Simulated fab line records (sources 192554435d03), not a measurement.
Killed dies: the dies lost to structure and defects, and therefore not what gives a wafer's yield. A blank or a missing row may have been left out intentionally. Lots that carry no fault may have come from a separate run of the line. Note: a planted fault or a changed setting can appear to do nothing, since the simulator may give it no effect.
Split-lot trial ; flow n5 finfet ; 39 wafers read from 7 lots, route of 1938 steps

THE SPLIT
At N5_BEOL_M12_ETCH_68 (etches SOC in N2/H2, time 285 s), the setting time s was moved away from the recipe's 285 s on 9 of the 39 wafers read, by +29.4% to +54.4%. All remaining wafers had this setting at the recipe value.

The reading comes from the split's own step.

THE READING
SiARC_of_BEOL_M12_COAT_66.thk nm (the simulator's own value, which no gauge read), in nm, at N5_BEOL_M12_ETCH_68 (etches SOC in N2/H2, time 285 s). The file does not state a usual value for it. Average 85.9 nm, standard deviation 0.45 nm, over the 30 wafers here run with the recipe.

wafer;tool, chamber at the split;time s as run, s;against the recipe;SiARC_of_BEOL_M12_COAT_66.thk nm, nm;against lot-mates on the recipe
L075.1;rie diel-01, 1,0;285;recipe;86;-
L075.3;rie diel-01, 1,0;285;recipe;86;-
L075.2;rie diel-01, 2;285;recipe;86.8;-
L075.4;rie diel-01, 3;285;recipe;86.4;-
L075.5;rie diel-01, 3;285;recipe;86.2;-
L075.6;rie diel-01, 2;285;recipe;87;-
L076.1;rie diel-05, 2;285;recipe;85.8;-
L076.5;rie diel-05, 2;285;recipe;85.8;-
L076.2;rie diel-05, 0;285;recipe;85.4;-
L076.3;rie diel-05, 1,3;285;recipe;85.6;-
L076.4;rie diel-05, 1,3;285;recipe;85.6;-
L076.6;rie diel-05, 1;285;recipe;86.2;-
L078.1;rie diel-06, 3;285;recipe;85.8;-
L078.2;rie diel-06, 1,3;387.3;+35.9%;76.8;-8.8
L078.5;rie diel-06, 1,3;387.3;+35.9%;76.8;-8.8
L078.3;rie diel-06, 0;387.3;+35.9%;76.4;-9.2
L078.4;rie diel-06, 0;285;recipe;85.6;-
L078.6;rie diel-06, 1;285;recipe;85.4;-
L082.1;rie diel-06, 1;285;recipe;86;-
L082.2;rie diel-06, 0;285;recipe;85.4;-
L082.3;rie diel-06, 2,1;285;recipe;86.2;-
L082.5;rie diel-06, 2,1;285;recipe;86.2;-
L082.4;rie diel-06, 3;285;recipe;85.6;-
L082.6;rie diel-06, 0;285;recipe;85.8;-
L089.1;rie diel-06, 3;440.1;+54.4%;73.8;-12.3
L089.2;rie diel-06, 1,0;285;recipe;86;-
L089.6;rie diel-06, 1,0;285;recipe;86;-
L089.3;rie diel-06, 0;285;recipe;86.2;-
L089.4;rie diel-06, 2;440.1;+54.4%;73;-13.1
L089.5;rie diel-06, 3;440.1;+54.4%;74.2;-11.9
L092.1;rie diel-06, 0;285;recipe;85;-
L092.3;rie diel-06, 2;285;recipe;85.6;-
L092.5;rie diel-06, 3;285;recipe;85.8;-
L093.1;rie diel-05, 2;285;recipe;84.8;-
L093.2;rie diel-05, 3;285;recipe;85.8;-
L093.3;rie diel-05, 0;368.7;+29.4%;78;-7.4
L093.4;rie diel-05, 1;285;recipe;85.6;-
L093.5;rie diel-05, 2;368.7;+29.4%;77.4;-8.0
L093.6;rie diel-05, 3;368.7;+29.4%;78.8;-6.6
Where a row lists several chambers, the file gives one row for several wafers and doesn't say which wafer went through which chamber.

FIT RESULTS
A straight line over all 39 wafers: SiARC_of_BEOL_M12_COAT_66.thk nm changes by -0.238 nm for each +1% of time s; r = -0.99; the points scatter about the line by 0.59 nm.
The same after taking each lot's own level away (the mean of its wafers on the recipe; 39 wafers): -0.236 nm for each +1%; r = -1.00; scatter 0.41 nm.
Per that fit: largest time s move, reading shift of 13 nm.
The span of the lots' own levels, 85.40 to 86.40 nm, comes to 2.2 times the standard deviation stated above.
The two slopes are in agreement: the lot-to-lot level therefore moves the slope only a little.
Check: with one of the wafers moved furthest among these (+54.4%) left out of the fit, the line predicts -13 nm for it against its lot-mates. It came out at -12.3 nm against them.

OTHER SPLITS APPLIED TO THESE WAFERS
These wafers also went through other splits before the reading. Each is held against what the fit with the lots' levels taken away leaves over:
other split on the same wafers;wafers away from the commonest value;r with SiARC_of_BEOL_M12_COAT_66.thk nm (lot level and that fit taken away)
N5_PMOS_HMC_CHANNEL_EPI_DEVELOP_08 develop time s;18;+0.03
N5_FIN_SAQP_DESCUM_21 time s;12;+0.00
N5_SD_EPI_N_EPI_21 epi growth time s;9;+0.08
N5_MOL_CONTACT_COAG_ALD_27 time s;18;+0.10
N5_BEOL_M6_ALD_77 ald cycles;9;+0.14
N5_BEOL_M7_DEP_56 target thk a;12;+0.10

FILE'S OWN FIT
SiARC_of_BEOL_M12_COAT_66.thk nm changes by -0.237 nm for each +1% of time s, r = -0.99.
